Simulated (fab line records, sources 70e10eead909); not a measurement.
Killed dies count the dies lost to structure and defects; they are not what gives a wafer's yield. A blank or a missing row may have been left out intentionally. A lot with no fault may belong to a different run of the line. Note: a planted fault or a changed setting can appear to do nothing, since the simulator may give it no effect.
A struck lot beside a sound one || flow nand_harc || 40 out of 1159 route steps
Sound: the wafers L933.2, L933.4, L933.5. Wafers struck: L945.4, L945.5, L945.6. At the end, the cause is stated.
Per side, at each step with rows, come the tool, then ch with its chambers, and then its first start. Under that, the readings that differ: sound wafers || struck wafers || difference of the means || sigmas: that difference in standard deviations of wafers without a fault.
alike: words and numbers the same on both sides, and readings whose means are apart by under 2 such deviations; not compared: readings that were withheld, readings missing a value for some wafer, numbers with overlapping values and no deviation given by the record, and bounds like >300 which may hide the same value.
A row with sigmas, a row that says differs or no value, or rows on one side alone: a step with any of these is where the two part. Numbers that have no deviation but don't overlap get no sigmas and don't part them. A reading that every wafer of one side lacks parts them only if that side has two wafers or more.

first, 7 steps without rows for these wafers: NHARC_P_M0_COAT_33 (time 65 s); NHARC_P_M0_COAT_03 (resist thk 90 nm); NHARC_P_M0_SOFTBAKE_04 (time 55 s); NHARC_P_M0_EBR_05; NHARC_P_M0_EXPOSE_06 (exposes mask P M0, target cd 90 nm); NHARC_P_M0_PEB_07 (peb time 65 s); NHARC_P_M0_DEVELOP_08 (develop time 35 s).
NHARC_P_M0_CD_MEAS_09: target cd 90 nm.
  sound on cd_sem-01 ch 0, day 7 13:32; struck on cd_sem-03 ch 0, day 10 07:20
  alike: cd_nm
NHARC_P_M0_OVL_MEAS_10: pitch 180 nm.
  sound on overlay-02, day 7 13:37; struck on overlay-01, day 10 07:25
  alike: overlay_x_nm, overlay_y_nm
NHARC_P_M0_INSPECT_11:
  sound on defect_inspect-01, day 7 13:39; struck on defect_inspect-01, day 10 07:27
  alike: raw_defect_count
NHARC_P_M0_DESCUM_14: chemistry O2, time 3 s.
  sound on rie_diel-05 ch 0,2, day 7 13:43; struck on rie_diel-09 ch 1,2,3, day 10 07:32
  alike: drypump_motor_current_A, mfc_ar_sccm, oes_product_au, rf_vpp_V, showerhead_plenum_p_Torr, throttle_valve_pct
  not compared: rf_hours_counter_h
NHARC_P_M0_ETCH_34: etches the open film in N2/H2, target depth 40 nm, overetch 12 nm, time 43.94 s.
  sound on rie_diel-05 ch 0,1,3, day 7 13:49; struck on rie_diel-09 ch 1,2,3, day 10 07:38
  alike: drypump_motor_current_A, mfc_ar_sccm, oes_product_au, rf_vpp_V, showerhead_plenum_p_Torr, throttle_valve_pct
  not compared: rf_hours_counter_h
NHARC_P_M0_ETCH_15: etches the open film in C4F8/Ar, target depth 150 nm, overetch 15 nm, time 82.5 s.
  sound on rie_diel-05 ch 0,1, day 7 13:53; struck on rie_diel-09 ch 1,2,3, day 10 07:44
  alike: oes_product_au, rf_vpp_V
  not compared: rf_hours_counter_h
NHARC_P_M0_CD_MEAS_16:
  sound on cd_sem-01, day 7 14:01; struck on cd_sem-03, day 10 07:52
  alike: cd_nm
then, 2 steps without rows for these wafers: NHARC_P_M0_STRIP_18 (strips in N2/H2); NHARC_P_M0_STRIP_19 (strips in post etch residue remover, time 600 s).
NHARC_P_M0_DEGAS_28: time 60 s.
  sound on pvd_sputter-02, day 7 14:40; struck on pvd_sputter-02, day 10 08:30
{"reading": "susceptor_temp_C (C)", "sound": "249.86 250.37 249.87", "struck": "- - -", "difference": "no value on the struck wafers", "sigmas": ""}
  alike: heater_power_w
then, 4 steps without rows for these wafers: NHARC_P_M0_PRE_CLEAN_29 (time 30 s); NHARC_P_M0_PVD_20 (deposits TaN, target thk 5 nm, time 8.06 s); NHARC_P_M0_PVD_21 (deposits Cu, target thk 30 nm, time 20.49 s); NHARC_P_M0_ECD_22 (material Cu, target thk 400 nm).
NHARC_P_M0_ANNEAL_30: time 90 s.
  sound on rtp_anneal-02 ch 0, day 7 15:31; struck on rtp_anneal-02 ch 0, day 10 09:33
  alike: wafer_temp_C_max
then, 1 step without rows for these wafers: NHARC_P_M0_CMP_23 (polishes, t overpolish 20 s, target thk 117.53 nm).
NHARC_P_M0_THK_MEAS_24: measures by xrf.
  sound on film_metro-01, day 7 16:07; struck on film_metro-02, day 10 10:03
  alike: thk_nm
after that, 1 step had no rows for these wafers: NHARC_P_M0_SRD_25.
NHARC_P_M0_PRE_CLEAN_31: time 12 s.
  sound on pecvd-03 ch 0,2, day 7 16:34; struck on pecvd-04 ch 0,1,2, day 10 10:19
  alike: heater_power_w, susceptor_temp_C
then, 11 steps without rows for these wafers: NHARC_P_M0_DEP_32 (deposits SiCN, target thk 30 nm); NHARC_P_M1_DEP_00 (deposits SiOC, target thk 182.5 nm); NHARC_P_M1_DEHYDRATE_01 (time 120 s); NHARC_P_M1_HMDS_02 (time 30 s); NHARC_P_M1_COAT_34 (time 65 s); NHARC_P_M1_COAT_03 (resist thk 90 nm); NHARC_P_M1_SOFTBAKE_04 (time 55 s); NHARC_P_M1_EBR_05; NHARC_P_M1_EXPOSE_06 (exposes mask P M1, target cd 130 nm); NHARC_P_M1_PEB_07 (peb time 65 s); NHARC_P_M1_DEVELOP_08 (develop time 35 s).
NHARC_P_M1_CD_MEAS_09: target cd 130 nm.
  sound on cd_sem-03 ch 0, day 7 17:51; struck on cd_sem-02 ch 0, day 10 12:16
  alike: cd_nm
NHARC_P_M1_OVL_MEAS_10: pitch 260 nm.
  sound on overlay-01, day 7 17:56; struck on overlay-01, day 10 12:21
  alike: overlay_x_nm, overlay_y_nm
-- record jumps: 13 days between struck wafers' starts before vs after; left off in module P_M1, resumes in module END, first step shown is number 1159 of the route --
NHARC_END_SORT_01:
  at this point the record logs the struck wafers (prober-02 ch 0, day 23 22:10) and has no rows for the sound ones

== WHERE THEY PART ==
Earliest at NHARC_P_M0_DEGAS_28; latest, in this record, at NHARC_END_SORT_01.

WHY: what the simulator had put in
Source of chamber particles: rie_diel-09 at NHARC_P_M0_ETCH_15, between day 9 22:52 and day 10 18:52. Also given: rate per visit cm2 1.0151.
